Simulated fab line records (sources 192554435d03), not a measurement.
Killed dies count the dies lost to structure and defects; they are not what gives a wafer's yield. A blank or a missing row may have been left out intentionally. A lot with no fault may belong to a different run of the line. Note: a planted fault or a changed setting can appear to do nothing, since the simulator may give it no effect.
Chamber matching / flow n5_finfet / ald_sin-02 running N5_SPACER0_ALD_07: 4 sister chambers
The step deposits SiNx, target thk 2 nm. 8 wafers are shown with their chamber, then 7 later ones without.

WAFERS PAIRED WITH THEIR CHAMBERS
wafer=L084.3; chamber=1; heater_power_w (W)=944; chamber_pressure_Torr (Torr)=1.999
wafer=L084.5; chamber=2; heater_power_w (W)=647; chamber_pressure_Torr (Torr)=2.000
wafer=L084.6; chamber=3; heater_power_w (W)=738; chamber_pressure_Torr (Torr)=1.999
wafer=L086.2; chamber=0; heater_power_w (W)=795; chamber_pressure_Torr (Torr)=2.004
wafer=L086.3; chamber=3; heater_power_w (W)=754; chamber_pressure_Torr (Torr)=2.000
wafer=L086.6; chamber=0; heater_power_w (W)=785; chamber_pressure_Torr (Torr)=2.007
wafer=L095.1; chamber=2; heater_power_w (W)=647; chamber_pressure_Torr (Torr)=2.000
wafer=L095.4; chamber=1; heater_power_w (W)=959; chamber_pressure_Torr (Torr)=2.005

WAFERS WHOSE CHAMBER IS MISSING
wafer=L095.6; heater_power_w (W)=784; chamber_pressure_Torr (Torr)=2.005
wafer=L094.1; heater_power_w (W)=784; chamber_pressure_Torr (Torr)=2.004
wafer=L094.2; heater_power_w (W)=756; chamber_pressure_Torr (Torr)=2.009
wafer=L094.6; heater_power_w (W)=958; chamber_pressure_Torr (Torr)=1.994
wafer=L097.1; heater_power_w (W)=755; chamber_pressure_Torr (Torr)=2.008
wafer=L097.2; heater_power_w (W)=954; chamber_pressure_Torr (Torr)=1.995
wafer=L097.6; heater_power_w (W)=801; chamber_pressure_Torr (Torr)=1.998

WHICH CHAMBER EACH WENT THROUGH
wafer=L095.6; from the rows above=0; in truth=0
wafer=L094.1; from the rows above=0; in truth=0
wafer=L094.2; from the rows above=can't be placed: 3 or 0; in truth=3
wafer=L094.6; from the rows above=1; in truth=1
wafer=L097.1; from the rows above=can't be placed: 3 or 0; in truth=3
wafer=L097.2; from the rows above=1; in truth=1
wafer=L097.6; from the rows above=0; in truth=0
Placed correctly: 5 of 7. Unplaceable from these rows: 2, with the true chamber sitting among the candidates in 2. Wrongly placed: 0.
How it was worked out, from the rows above alone: a wafer's distance from a chamber is the root of the sum, over the readings, of the square of ((its reading less the chamber's mean) divided by the reading's scatter). If the next closest chamber is less than 2 further off than the closest, the wafer can't be placed; otherwise it belongs to the closest. For every chamber, the mean is computed from those of its wafers that are shown. The scatter: the root of (the sum of the squares of (reading less its chamber's mean) over the shown wafers, divided by (wafers less chambers)).
